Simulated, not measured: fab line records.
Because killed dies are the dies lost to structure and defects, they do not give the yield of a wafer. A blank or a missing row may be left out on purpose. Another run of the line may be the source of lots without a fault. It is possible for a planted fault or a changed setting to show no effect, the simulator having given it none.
Which tool is to blame? | flow n5_finfet | Sampling: 15 lots, 45 wafers, 3 of 1938 route steps

## WHAT THE GAUGES SHOWED, per wafer
N5_DUMMY_GATE_OVL_MEAS_16. Usual: GATE_OVL 0.3 nm, standard deviation 0.78.
lot  | measured    | on         | GATE_OVL (nm)  | flag
L853 | day 3 05:02 | overlay-02 | 0.2 0.9 0.8    |
L854 | day 3 11:11 | overlay-02 | 1.4 0.7 0.8    |
L855 | day 3 16:07 | overlay-01 | 0.5 -0.4 0.3   |
L856 | day 4 00:43 | overlay-01 | -1.2 -1.5 -1.1 |
L858 | day 4 13:16 | overlay-02 | -0.4 -0.8 0.8  |
L859 | day 4 17:04 | overlay-01 | 0.0 -0.3 -0.6  |
L861 | day 5 04:29 | overlay-02 | 1.5 0.6 1.8    |
L862 | day 5 13:32 | overlay-01 | -0.6 -0.9 -0.3 |
L863 | day 5 19:10 | overlay-01 | 1.2 0.4 1.2    |
L865 | day 6 03:47 | overlay-01 | - - -          | OFF
L866 | day 6 09:41 | overlay-01 | - - -          | OFF
L867 | day 6 17:38 | overlay-02 | - - -          | OFF
L872 | day 7 22:38 | overlay-02 | 0.8 0.5 0.7    |
L874 | day 8 17:23 | overlay-01 | -0.9 -0.8 -0.2 |
L875 | day 8 23:15 | overlay-01 | 0.2 0.1 0.8    |

## WHAT TOOL EACH LOT RAN ON (gives the tool, then ch and the chambers of the sampled wafers, and finally the start)
lot  | N5_STI_FIN_REVEAL_RECESS_09       | N5_DUMMY_GATE_PEB_13
L853 | vapor_etch-02 ch 0,1, day 2 17:35 | litho_track-02 ch 0, day 3 04:56
L854 | vapor_etch-01 ch 0,1, day 2 23:19 | litho_track-02 ch 0, day 3 11:05
L855 | vapor_etch-01 ch 0,1, day 3 04:43 | litho_track-04 ch 0, day 3 16:01
L856 | vapor_etch-02 ch 1, day 3 12:12   | litho_track-02 ch 0, day 4 00:37
L858 | vapor_etch-02 ch 0,1, day 4 00:38 | litho_track-02 ch 0, day 4 13:08
L859 | vapor_etch-01 ch 0,1, day 4 05:40 | litho_track-01 ch 0, day 4 16:58
L861 | vapor_etch-02 ch 0,1, day 4 16:20 | litho_track-04 ch 0, day 5 04:23
L862 | vapor_etch-02 ch 0, day 5 02:13   | litho_track-02 ch 0, day 5 13:25
L863 | vapor_etch-02 ch 0,1, day 5 07:42 | litho_track-01 ch 0, day 5 19:04
L865 | vapor_etch-01 ch 1, day 5 16:29   | litho_track-02, day 6 03:41
L866 | vapor_etch-01 ch 0,1, day 5 22:04 | litho_track-01, day 6 09:34
L867 | vapor_etch-02 ch 0,1, day 6 04:20 | litho_track-02, day 6 17:31
L872 | vapor_etch-02 ch 0,1, day 7 10:59 | litho_track-04 ch 0, day 7 22:32
L874 | vapor_etch-01 ch 0,1, day 8 02:01 | litho_track-01 ch 0, day 8 17:17
L875 | vapor_etch-01 ch 0,1, day 8 07:08 | litho_track-01 ch 0, day 8 23:09
- N5_STI_FIN_REVEAL_RECESS_09: chemistry HF/NH3, target SiO2, afs cycles 11, target depth 42.5 nm, sublimation time 60 s.
- N5_DUMMY_GATE_PEB_13: peb time 60 s.

## AS READ BY THE TOOLS THEMSELVES (means over the sampled wafers that have a number; for cases with no such wafer, the mark the record gives instead)
N5_STI_FIN_REVEAL_RECESS_09. Usual: drypump_motor_current_A reads 5.4 A (standard deviation 0.59).
lot  | tool          | drypump_motor_current_A (A) | flag
L853 | vapor_etch-02 | 5.1                         |
L854 | vapor_etch-01 | 5.8                         |
L855 | vapor_etch-01 | 5.8                         |
L856 | vapor_etch-02 | 4.7                         |
L858 | vapor_etch-02 | 4.9                         |
L859 | vapor_etch-01 | 5.8                         |
L861 | vapor_etch-02 | 5.2                         |
L862 | vapor_etch-02 | 5.3                         |
L863 | vapor_etch-02 | 5.1                         |
L865 | vapor_etch-01 | 5.6                         |
L866 | vapor_etch-01 | 6.1                         |
L867 | vapor_etch-02 | 5.2                         |
L872 | vapor_etch-02 | 5.2                         |
L874 | vapor_etch-01 | 5.9                         |
L875 | vapor_etch-01 | 6.1                         |

N5_DUMMY_GATE_PEB_13. Usual: chill_plate_temp_C 23.01 C, standard deviation 0.11; exhaust_pa 45.0 Pa, standard deviation 0.95.
lot  | tool           | chill_plate_temp_C (C) | exhaust_pa (Pa) | flag
L853 | litho_track-02 | 23.07                  | 44.3            |
L854 | litho_track-02 | 23.00                  | 45.4            |
L855 | litho_track-04 | 23.02                  | 45.6            |
L856 | litho_track-02 | 22.96                  | 44.8            |
L858 | litho_track-02 | 23.14                  | 46.7            |
L859 | litho_track-01 | 23.05                  | 44.5            |
L861 | litho_track-04 | 22.96                  | 45.9            |
L862 | litho_track-02 | 22.96                  | 45.0            |
L863 | litho_track-01 | 23.00                  | 45.8            |
L865 | litho_track-02 | -                      | -               | OFF
L866 | litho_track-01 | -                      | -               | OFF
L867 | litho_track-02 | -                      | -               | OFF
L872 | litho_track-04 | 23.04                  | 46.3            |
L874 | litho_track-01 | 23.02                  | 45.2            |
L875 | litho_track-01 | 23.10                  | 45.2            |

## THE ANSWER, worked out from the rows above alone
Rule: a lot counts as off when the mean over its wafers that have a number is more than 3 standard deviations away from the usual mean. Also off: a lot with no number at a reading for which 4 or more lots have one. Any other lot the step has rows for is counted as sound. Order of review: gauges by route order, followed by the tools' own readings, for which a lot's mean as printed above is used. At the first step where some lot is off, the reading lying furthest off is the one used; lots without a number count as furthest.
Off: L865, L866, L867, seen at N5_DUMMY_GATE_OVL_MEAS_16 (GATE_OVL). Without a number there: L865, L866, L867.
A tool fits if, at a process step before that reading, it ran every lot that is off, and no sound lot after the first of them. The gauges at N5_DUMMY_GATE_OVL_MEAS_16 aren't tried: what is off there is off at N5_DUMMY_GATE_PEB_13 too, on other tools, and a gauge's error can't cause that. Of those tried, none fits.

## WHAT THE SIMULATOR HAD INSERTED
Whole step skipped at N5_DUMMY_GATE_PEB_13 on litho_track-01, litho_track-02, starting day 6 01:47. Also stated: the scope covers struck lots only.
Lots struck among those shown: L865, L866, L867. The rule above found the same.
